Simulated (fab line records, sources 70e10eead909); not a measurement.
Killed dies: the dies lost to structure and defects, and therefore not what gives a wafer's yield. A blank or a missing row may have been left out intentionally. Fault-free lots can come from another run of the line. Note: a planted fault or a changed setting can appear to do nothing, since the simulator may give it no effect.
fab line records	flow nand-harc	part 1 of 2: steps 1 to 25 of 37
record lots=5	wafers=15	last-day=27
route steps=1159 shown P_GATE@182 P_CONTACT@217
lots with no fault: from the same line, run without faults
start-h: start of the lot's first displayed wafer, in hours after the record's first day	wait-h: how many hours have passed since the lot's step before this one	" repeats the value in the row above	L1.1+2: one row covering several wafers at once	- no value present, or no start provided	* or withheld: withheld	< > ~ a bound
route shown NAME@n: NAME is a module with steps in the file, n the number in the route of the first one	usual: mean and standard deviation over wafers with no fault	same: alike in all rows	chamber/n: place in a boat	sites: the reading at each site	_std_site: standard deviation across them	_edge_site: outer sites' mean less inner sites'	radius-mm: how far each site lies from the wafer's centre	mask NAME#n: copy n	behind: tool/chamber where the wafer was last shaped	hold: why the lot went on hold/how many hours it stayed there/how the hold came to an end	device: the transistor (n, p or np) that didn't switch	end of line: at the end of the route, the tests of the same wafers	where a step has no rows: the recipe by itself	killed: dies that structure and defects cost at the first sort, which is not the same as the wafer's yield	map: shows each die of a wafer: x if killed, . if not, _ if none is there
set.NAME: the run value of the setting; set.NAME@STEP: its run value at that earlier step	model.NAME: the simulator's own value behind a step, which no gauge read
lots at selected steps of the route; one table per step, one row per wafer
services: when a tool's chamber went out of use (start-h, in hours from the record's first day, below 0 if earlier), for how many hours, and the reason
## steps
# step NHARC_P_GATE_EXPOSE_56
# recipe na=0.6	target-cd-nm=720	dose-mj=14.81	mask-id=P_PSD
lot.wafer	tool	chamber	start-h	wait-h	mask
L076.2+5+6	krf-scanner-02	0	111.44	-	P_PSD#0
L082.1+3+5	krf-scanner-02	0	145.12	-	P_PSD#0
L091.2+5+6	krf-scanner-02	0	205.77	-	P_PSD#0
L093.3+4+6	krf-scanner-02	0	223.94	-	P_PSD#0
L096.1+3+4	krf-scanner-02	0	233.89	-	P_PSD#0
# step NHARC_P_GATE_PEB_57
# recipe peb-temp-c=118	peb-time-s=85
# usual exhaust-pa=45.1/0.89	heater-power-total-W=163.99/0.27
lot.wafer	tool	chamber	start-h	wait-h	exhaust-pa	heater-power-total-W
L076.2	litho-track-03	0	111.50	0.1	45.0	164.24
L076.5	"	0	"	"	46.1	163.92
L076.6	"	0	"	"	45.0	164.21
L082.1	litho-track-03	0	145.19	0.1	45.2	164.39
L082.3	"	0	"	"	43.5	163.65
L082.5	"	0	"	"	42.9	163.70
L091.2	litho-track-07	0	205.83	0.1	44.2	163.99
L091.5	"	0	"	"	45.7	164.04
L091.6	"	0	"	"	44.4	163.69
L093.3	litho-track-05	0	224.00	0.1	44.4	164.13
L093.4	"	0	"	"	44.7	164.39
L093.6	"	0	"	"	45.7	163.91
L096.1	litho-track-03	0	233.95	0.1	44.6	163.58
L096.3	"	0	"	"	46.1	163.65
L096.4	"	0	"	"	44.9	164.24
# step NHARC_P_GATE_DEVELOP_58
# recipe time-s=70
# usual exhaust-pa=45.0/0.83
lot.wafer	tool	chamber	start-h	wait-h	exhaust-pa
L076.2	litho-track-03	0	-	-	45.9
L076.5	"	0	"	"	45.6
L076.6	"	0	"	"	46.1
L082.1	litho-track-03	0	-	-	44.8
L082.3	"	0	"	"	45.0
L082.5	"	0	"	"	44.9
L091.2	litho-track-07	0	-	-	45.1
L091.5	"	0	"	"	44.7
L091.6	"	0	"	"	44.8
L093.3	litho-track-05	0	-	-	45.0
L093.4	"	0	"	"	45.5
L093.6	"	0	"	"	45.1
L096.1	litho-track-03	0	-	-	45.0
L096.3	"	0	"	"	44.9
L096.4	"	0	"	"	45.5
# step NHARC_P_GATE_CD_MEAS_59
# recipe target-cd-nm=720	landing-energy-ev=500
# usual cd-nm=720.0/1.2
lot.wafer	tool	chamber	start-h	wait-h	cd-nm
L076.2	cd-sem-02	0	111.59	-	720.0
L076.5	"	0	"	"	719.7
L076.6	"	0	"	"	719.9
L082.1	cd-sem-02	0	145.28	-	720.5
L082.3	"	0	"	"	721.3
L082.5	"	0	"	"	720.5
L091.2	cd-sem-02	0	205.93	-	720.9
L091.5	"	0	"	"	719.2
L091.6	"	0	"	"	721.3
L093.3	cd-sem-03	0	224.10	-	720.6
L093.4	"	0	"	"	720.2
L093.6	"	0	"	"	719.6
L096.1	cd-sem-01	0	234.05	-	720.9
L096.3	"	0	"	"	719.8
L096.4	"	0	"	"	719.3
# step NHARC_P_GATE_HARDBAKE_60
# recipe temp-c=125	time-s=80
# usual exhaust-pa=44.8/0.88	heater-power-total-W=183.9/0.76
lot.wafer	tool	chamber	start-h	wait-h	exhaust-pa	heater-power-total-W
L076.2	litho-track-03	0	111.67	-	44.0	184.1
L076.5	"	0	"	"	44.1	183.0
L076.6	"	0	"	"	45.1	184.4
L082.1	litho-track-05	0	145.36	-	44.5	184.8
L082.3	"	0	"	"	44.3	183.2
L082.5	"	0	"	"	43.9	184.8
L091.2	litho-track-03	0	206.01	-	43.2	183.0
L091.5	"	0	"	"	44.7	182.8
L091.6	"	0	"	"	44.3	184.8
L093.3	litho-track-03	0	224.18	-	46.7	182.9
L093.4	"	0	"	"	46.0	183.4
L093.6	"	0	"	"	47.5	184.8
L096.1	litho-track-05	0	234.12	-	43.5	183.6
L096.3	"	0	"	"	43.1	182.8
L096.4	"	0	"	"	43.7	182.9
# step NHARC_P_GATE_DESCUM_61
# recipe time-s=3	o2-flow-sccm=200	ar-flow-sccm=0	bias-power-w=0	chemistry=O2
# usual drypump-motor-current-A=5.6/0.36	oes-product-au=1.000/0.0072	rf-vpp-V=57.6/0.88	showerhead-plenum-p-Torr=1.88/0.058	throttle-valve-pct=11.312/0.0096
lot.wafer	tool	chamber	start-h	wait-h	drypump-motor-current-A	oes-product-au	rf-hours-counter-h	rf-vpp-V	showerhead-plenum-p-Torr	throttle-valve-pct
L076.2	rie-diel-04	3	111.76	-	5.0	1.010	31	55.9	1.93	11.311
L076.5	"	2	"	"	5.7	0.998	-	56.4	1.90	11.311
L076.6	"	3	"	"	5.0	1.002	-	57.9	1.93	11.317
L082.1	rie-diel-11	0	145.48	-	5.5	1.009	45	57.3	1.81	11.331
L082.3	"	2	"	"	5.8	0.993	44	58.2	1.89	11.327
L082.5	"	3	"	"	5.8	1.001	-	59.2	1.88	11.325
L091.2	rie-diel-04	0	206.10	-	5.6	1.000	17	56.8	1.80	11.321
L091.6	"	3	"	"	4.9	1.005	-	57.3	1.93	11.316
L091.5	"	0	"	"	5.6	1.007	-	58.4	1.80	11.319
L093.4	rie-diel-04	3	224.28	-	4.9	0.984	19	57.1	1.93	11.299
L093.3	"	0	"	"	5.5	1.009	20	55.6	1.80	11.297
L093.6	"	1	"	"	5.9	0.994	-	58.7	1.91	11.310
L096.1	rie-diel-04	0	234.20	-	5.6	1.004	21	58.0	1.80	11.311
L096.3	"	3	"	"	5.0	0.990	20	57.6	1.93	11.307
L096.4	"	1	"	"	5.8	0.997	-	57.6	1.91	11.302
# step NHARC_P_GATE_IMPLANT_62
# recipe energy-kev=20	dose-cm2=3e+15	tilt-deg=7
lot.wafer	tool	chamber	start-h	wait-h
L076.2+5+6	implanter-02	0	111.93	0.2
L082.1+3+5	implanter-01	0	145.62	0.1
L091.2+5+6	implanter-01	0	206.26	0.2
L093.3+4+6	implanter-02	0	224.46	0.2
L096.1+3+4	implanter-01	0	234.38	0.2
# step NHARC_P_GATE_STRIP_112
# recipe power-w=1500	temp-c=110	time-s=200	chemistry=N2/H2
# usual drypump-motor-current-A=5.8/0.47	heater-power-w=93/7.1
lot.wafer	tool	chamber	start-h	wait-h	drypump-motor-current-A	heater-power-w	rf-hours-counter-h
L076.2	plasma-asher-02	0	112.16	0.2	5.2	100	35
L076.5	"	1	"	"	6.5	98	-
L076.6	"	0	"	"	5.2	103	-
L082.1	plasma-asher-01	0	145.88	0.2	5.7	85	11
L082.3	"	0	"	"	5.7	86	-
L082.5	"	0	"	"	5.7	85	-
L091.2	plasma-asher-01	1	206.46	0.2	5.6	85	34
L091.5	"	1	"	"	5.6	88	-
L091.6	"	0	"	"	5.7	86	-
L093.4	plasma-asher-01	1	224.71	0.2	5.6	85	-
L093.3	"	0	"	"	5.7	88	-
L093.6	"	1	"	"	5.6	87	-
L096.1	plasma-asher-02	1	234.64	0.2	6.5	97	16
L096.4	"	0	"	"	5.2	102	-
L096.3	"	1	"	"	6.5	99	-
# step NHARC_P_GATE_STRIP_76
# recipe power-w=1500	temp-c=250	chemistry=O2
# usual drypump-motor-current-A=5.8/0.46	heater-power-w=348/25
lot.wafer	tool	chamber	start-h	wait-h	drypump-motor-current-A	heater-power-w	rf-hours-counter-h
L076.2	plasma-asher-02	0	112.39	0.2	5.2	378	35
L076.5	"	1	"	"	6.5	375	-
L076.6	"	0	"	"	5.2	377	-
L082.1	plasma-asher-01	0	146.11	0.2	5.7	318	12
L082.3	"	0	"	"	5.7	331	-
L082.5	"	0	"	"	5.7	321	-
L091.2	plasma-asher-01	1	206.71	0.2	5.6	329	34
L091.5	"	1	"	"	5.6	319	-
L091.6	"	0	"	"	5.7	332	-
L093.4	plasma-asher-01	1	224.91	0.2	5.6	317	-
L093.3	"	0	"	"	5.7	326	-
L093.6	"	1	"	"	5.6	330	-
L096.1	plasma-asher-02	1	234.87	0.2	6.5	362	17
L096.4	"	0	"	"	5.2	385	-
L096.3	"	1	"	"	6.5	363	-
# step NHARC_P_GATE_STRIP_63
# recipe time-s=900	temp-c=130	chemistry=SPM
lot.wafer	tool	chamber	start-h	wait-h
L076.2+5+6	wet-bench-06	5,7,0	112.52	0.1
L082.3+5+1	wet-bench-07	0,1,2	146.28	0.1
L091.5+2+6	wet-bench-06	7,2,4	206.86	0.1
L093.3+4+6	wet-bench-04	0,3,4	225.04	0.1
L096.3+4+1	wet-bench-06	1,2,3	235.01	0.1
# step NHARC_P_GATE_DEHYDRATE_83
# recipe temp-c=150	time-s=120
# usual exhaust-pa=45.1/0.95	heater-power-total-W=182.4/1.2
lot.wafer	tool	chamber	start-h	wait-h	exhaust-pa	heater-power-total-W
L076.2	litho-track-07	0	112.87	-	46.8	184.5
L076.5	"	0	"	"	45.4	182.5
L076.6	"	0	"	"	45.7	181.6
L082.1	litho-track-03	0	146.62	-	45.4	181.7
L082.3	"	0	"	"	45.0	184.4
L082.5	"	0	"	"	45.0	180.5
L091.2	litho-track-07	0	207.21	-	44.2	180.9
L091.5	"	0	"	"	44.6	182.7
L091.6	"	0	"	"	44.9	180.8
L093.3	litho-track-07	0	225.38	-	45.1	182.7
L093.4	"	0	"	"	44.2	181.5
L093.6	"	0	"	"	44.5	180.9
L096.1	litho-track-05	0	235.35	-	46.6	180.9
L096.3	"	0	"	"	46.7	184.3
L096.4	"	0	"	"	46.7	181.4
# step NHARC_P_GATE_HMDS_84
# recipe time-s=30
# usual exhaust-pa=44.8/1
lot.wafer	tool	chamber	start-h	wait-h	exhaust-pa
L076.2	litho-track-07	0	-	-	44.5
L076.5	"	0	"	"	43.0
L076.6	"	0	"	"	42.7
L082.1	litho-track-03	0	-	-	46.2
L082.3	"	0	"	"	44.3
L082.5	"	0	"	"	45.2
L091.2	litho-track-07	0	-	-	44.8
L091.5	"	0	"	"	44.1
L091.6	"	0	"	"	43.2
L093.3	litho-track-07	0	-	-	44.0
L093.4	"	0	"	"	44.3
L093.6	"	0	"	"	46.0
L096.1	litho-track-05	0	-	-	44.5
L096.3	"	0	"	"	44.7
L096.4	"	0	"	"	45.3
# step NHARC_P_GATE_COAT_85
# recipe spin-rpm=3000
# usual exhaust-pa=45.0/0.86
lot.wafer	tool	chamber	start-h	wait-h	exhaust-pa
L076.2	litho-track-07	0	-	-	45.1
L076.5	"	0	"	"	44.5
L076.6	"	0	"	"	45.0
L082.1	litho-track-03	0	-	-	44.9
L082.3	"	0	"	"	43.9
L082.5	"	0	"	"	44.0
L091.2	litho-track-07	0	-	-	43.2
L091.5	"	0	"	"	44.7
L091.6	"	0	"	"	43.8
L093.3	litho-track-07	0	-	-	46.3
L093.4	"	0	"	"	44.8
L093.6	"	0	"	"	45.3
L096.1	litho-track-05	0	-	-	46.2
L096.3	"	0	"	"	45.4
L096.4	"	0	"	"	45.4
# step NHARC_P_GATE_SOFTBAKE_86
# recipe temp-c=122	time-s=95
# usual exhaust-pa=44.9/0.87	heater-power-total-W=160.1/0.48
lot.wafer	tool	chamber	start-h	wait-h	exhaust-pa	heater-power-total-W
L076.2	litho-track-07	0	-	-	43.7	159.7
L076.5	"	0	"	"	43.8	160.5
L076.6	"	0	"	"	43.1	160.0
L082.1	litho-track-03	0	-	-	45.4	159.9
L082.3	"	0	"	"	45.5	159.3
L082.5	"	0	"	"	45.8	159.2
L091.2	litho-track-07	0	-	-	46.1	160.0
L091.5	"	0	"	"	44.7	159.2
L091.6	"	0	"	"	43.4	159.3
L093.3	litho-track-07	0	-	-	44.5	160.6
L093.4	"	0	"	"	45.0	160.0
L093.6	"	0	"	"	44.5	160.0
L096.1	litho-track-05	0	-	-	45.7	160.6
L096.3	"	0	"	"	44.9	159.7
L096.4	"	0	"	"	45.5	159.8
# step NHARC_P_GATE_EBR_87
# usual exhaust-pa=45.0/0.85
lot.wafer	tool	chamber	start-h	wait-h	exhaust-pa
L076.2	litho-track-07	0	-	-	47.4
L076.5	"	0	"	"	45.6
L076.6	"	0	"	"	45.1
L082.1	litho-track-03	0	-	-	44.2
L082.3	"	0	"	"	44.6
L082.5	"	0	"	"	44.0
L091.2	litho-track-07	0	-	-	43.6
L091.5	"	0	"	"	45.2
L091.6	"	0	"	"	44.7
L093.3	litho-track-07	0	-	-	45.2
L093.4	"	0	"	"	45.1
L093.6	"	0	"	"	44.9
L096.1	litho-track-05	0	-	-	44.7
L096.3	"	0	"	"	45.1
L096.4	"	0	"	"	44.9
# step NHARC_P_GATE_EXPOSE_88
# recipe na=0.6	target-cd-nm=2000	dose-mj=11.87	mask-id=P_HVN
lot.wafer	tool	chamber	start-h	wait-h	mask
L076.2+5+6	krf-scanner-04	0	113.15	-	P_HVN#0
L082.1+3+5	krf-scanner-02	0	146.89	-	P_HVN#0
L091.2+5+6	krf-scanner-02	0	207.48	-	P_HVN#0
L093.3+4+6	krf-scanner-02	0	225.67	-	P_HVN#0
L096.1+3+4	krf-scanner-04	0	235.50	-	P_HVN#0
# step NHARC_P_GATE_PEB_89
# recipe peb-temp-c=118	peb-time-s=85
# usual exhaust-pa=45.2/0.96	heater-power-total-W=163.98/0.28
lot.wafer	tool	chamber	start-h	wait-h	exhaust-pa	heater-power-total-W
L076.2	litho-track-03	0	113.21	0.1	45.8	164.30
L076.5	"	0	"	"	44.8	164.02
L076.6	"	0	"	"	44.9	164.20
L082.1	litho-track-07	0	146.96	0.1	44.3	163.91
L082.3	"	0	"	"	45.3	163.67
L082.5	"	0	"	"	46.6	164.16
L091.2	litho-track-05	0	207.54	0.1	46.8	164.06
L091.5	"	0	"	"	44.9	164.36
L091.6	"	0	"	"	46.2	163.72
L093.3	litho-track-07	0	225.73	0.1	43.1	163.92
L093.4	"	0	"	"	45.8	164.23
L093.6	"	0	"	"	46.0	164.31
L096.1	litho-track-03	0	235.56	0.1	45.1	164.14
L096.3	"	0	"	"	47.0	163.65
L096.4	"	0	"	"	43.9	164.07
# step NHARC_P_GATE_DEVELOP_90
# recipe time-s=70
# usual exhaust-pa=45.1/0.96
lot.wafer	tool	chamber	start-h	wait-h	exhaust-pa
L076.2	litho-track-03	0	-	-	44.6
L076.5	"	0	"	"	45.4
L076.6	"	0	"	"	43.8
L082.1	litho-track-07	0	-	-	47.0
L082.3	"	0	"	"	46.6
L082.5	"	0	"	"	45.3
L091.2	litho-track-05	0	-	-	46.3
L091.5	"	0	"	"	46.0
L091.6	"	0	"	"	45.1
L093.3	litho-track-07	0	-	-	43.1
L093.4	"	0	"	"	43.1
L093.6	"	0	"	"	44.0
L096.1	litho-track-03	0	-	-	44.5
L096.3	"	0	"	"	45.8
L096.4	"	0	"	"	45.8
# step NHARC_P_GATE_CD_MEAS_91
# recipe target-cd-nm=2000	landing-energy-ev=500
# usual cd-nm=1999.7/1.3
lot.wafer	tool	chamber	start-h	wait-h	cd-nm
L076.2	cd-sem-01	0	113.30	-	1999.5
L076.5	"	0	"	"	1999.0
L076.6	"	0	"	"	1998.9
L082.1	cd-sem-02	0	147.05	-	1998.1
L082.3	"	0	"	"	1998.1
L082.5	"	0	"	"	1997.2
L091.2	cd-sem-03	0	207.63	-	1999.9
L091.5	"	0	"	"	1999.2
L091.6	"	0	"	"	1999.4
L093.3	cd-sem-01	0	225.83	-	2000.0
L093.4	"	0	"	"	2001.2
L093.6	"	0	"	"	2000.9
L096.1	cd-sem-02	0	235.65	-	1998.8
L096.3	"	0	"	"	2000.3
L096.4	"	0	"	"	1997.6
# step NHARC_P_GATE_HARDBAKE_92
# recipe temp-c=125	time-s=80
# usual exhaust-pa=44.9/0.89	heater-power-total-W=184.0/0.74
lot.wafer	tool	chamber	start-h	wait-h	exhaust-pa	heater-power-total-W
L076.2	litho-track-05	0	113.38	-	45.7	184.1
L076.5	"	0	"	"	45.1	184.6
L076.6	"	0	"	"	45.6	184.9
L082.1	litho-track-05	0	147.13	-	44.4	184.8
L082.3	"	0	"	"	44.2	183.8
L082.5	"	0	"	"	45.4	183.4
L091.2	litho-track-05	0	207.71	-	45.2	184.6
L091.5	"	0	"	"	46.0	184.2
L091.6	"	0	"	"	43.4	183.3
L093.3	litho-track-03	0	225.91	-	44.5	183.2
L093.4	"	0	"	"	44.7	183.4
L093.6	"	0	"	"	44.2	183.3
L096.1	litho-track-05	0	235.73	-	46.6	183.7
L096.3	"	0	"	"	44.1	183.9
L096.4	"	0	"	"	45.1	184.1
# step NHARC_P_GATE_DESCUM_93
# recipe time-s=3	o2-flow-sccm=200	ar-flow-sccm=0	bias-power-w=0	chemistry=O2
# usual drypump-motor-current-A=5.7/0.35	oes-product-au=1.000/0.0078	rf-vpp-V=57.5/0.92	showerhead-plenum-p-Torr=1.87/0.058	throttle-valve-pct=11.312/0.0089
lot.wafer	tool	chamber	start-h	wait-h	drypump-motor-current-A	oes-product-au	rf-hours-counter-h	rf-vpp-V	showerhead-plenum-p-Torr	throttle-valve-pct
L076.2	rie-diel-11	0	113.50	-	5.5	1.010	38	57.4	1.81	11.329
L076.6	"	3	"	"	5.8	0.996	-	55.9	1.89	11.300
L076.5	"	0	"	"	5.5	1.011	-	57.4	1.81	11.312
L082.3	rie-diel-04	2	147.22	-	5.6	1.007	5	56.9	1.90	11.324
L082.1	"	3	"	"	4.9	1.003	5	58.1	1.93	11.312
L082.5	"	1	"	"	5.8	1.009	-	57.8	1.91	11.317
L091.2	rie-diel-11	3	207.79	-	5.7	1.012	2	58.5	1.88	11.328
L091.5	"	3	"	"	5.7	1.012	-	57.6	1.88	11.315
L091.6	"	0	"	"	5.5	1.011	-	56.9	1.81	11.308
L093.3	rie-diel-11	1	225.99	-	5.7	1.010	11	57.7	1.94	11.311
L093.4	"	3	"	"	5.8	1.012	10	56.9	1.88	11.307
L093.6	"	1	"	"	5.7	1.005	-	59.8	1.94	11.301
L096.3	rie-diel-11	3	235.81	-	5.7	1.010	12	56.7	1.88	11.312
L096.1	"	1	"	"	5.7	0.993	12	58.0	1.94	11.304
L096.4	"	2	"	"	5.8	1.003	13	56.4	1.88	11.306
# step NHARC_P_GATE_IMPLANT_94
# recipe energy-kev=60	dose-cm2=2e+15	tilt-deg=7
lot.wafer	tool	chamber	start-h	wait-h
L076.2+5+6	implanter-01	0	113.67	0.2
L082.1+3+5	implanter-01	0	147.36	0.1
L091.2+5+6	implanter-01	0	207.97	0.2
L093.3+4+6	implanter-01	0	226.19	0.2
L096.1+3+4	implanter-02	0	235.96	0.1
# step NHARC_P_GATE_STRIP_113
# recipe power-w=1500	temp-c=110	time-s=740	chemistry=N2/H2
# usual drypump-motor-current-A=5.8/0.45	heater-power-w=93/7
lot.wafer	tool	chamber	start-h	wait-h	drypump-motor-current-A	heater-power-w	rf-hours-counter-h
L076.2	plasma-asher-02	0	114.00	0.3	5.2	100	35
L076.6	"	1	"	"	6.5	97	-
L076.5	"	0	"	"	5.2	104	-
L082.1	plasma-asher-02	1	147.70	0.3	6.5	97	47
L082.3	"	1	"	"	6.5	95	-
L082.5	"	0	"	"	5.2	103	-
L091.2	plasma-asher-02	1	208.28	0.3	6.5	96	6
L091.6	"	0	"	"	5.2	102	-
L091.5	"	1	"	"	6.5	98	-
L093.4	plasma-asher-02	1	226.60	0.3	6.5	97	-
L093.3	"	0	"	"	5.2	101	-
L093.6	"	1	"	"	6.5	96	-
L096.1	plasma-asher-01	0	236.36	0.4	5.7	85	45
L096.4	"	1	"	"	5.7	86	-
L096.3	"	0	"	"	5.7	85	-
# step NHARC_P_GATE_STRIP_95
# recipe power-w=1500	temp-c=250	chemistry=O2
# usual drypump-motor-current-A=5.8/0.45	heater-power-w=345/25
lot.wafer	tool	chamber	start-h	wait-h	drypump-motor-current-A	heater-power-w	rf-hours-counter-h
L076.2	plasma-asher-02	0	114.61	0.5	5.2	370	36
L076.6	"	1	"	"	6.5	376	-
L076.5	"	0	"	"	5.2	377	-
L082.1	plasma-asher-02	1	148.32	0.5	6.5	360	48
L082.3	"	1	"	"	6.5	365	-
L082.5	"	0	"	"	5.2	374	-
L091.2	plasma-asher-02	1	208.89	0.5	6.5	364	6
L091.6	"	0	"	"	5.2	389	-
L091.5	"	1	"	"	6.5	369	-
L093.4	plasma-asher-02	1	227.09	0.4	6.5	362	-
L093.3	"	0	"	"	5.2	390	-
L093.6	"	1	"	"	6.5	368	-
L096.1	plasma-asher-01	0	236.96	0.5	5.7	325	46
L096.4	"	1	"	"	5.6	321	-
L096.3	"	0	"	"	5.7	335	-
# step NHARC_P_GATE_STRIP_96
# recipe time-s=900	temp-c=130	chemistry=SPM
lot.wafer	tool	chamber	start-h	wait-h
L076.2+5+6	wet-bench-06	3,6,7	114.83	0.2
L082.1+3+5	wet-bench-06	7,0,3	148.54	0.2
L091.2+6+5	wet-bench-07	6,7,1	209.10	0.2
L093.4+6+3	wet-bench-04	4,6,7	227.30	0.2
L096.1+3+4	wet-bench-07	6,0,3	237.18	0.2
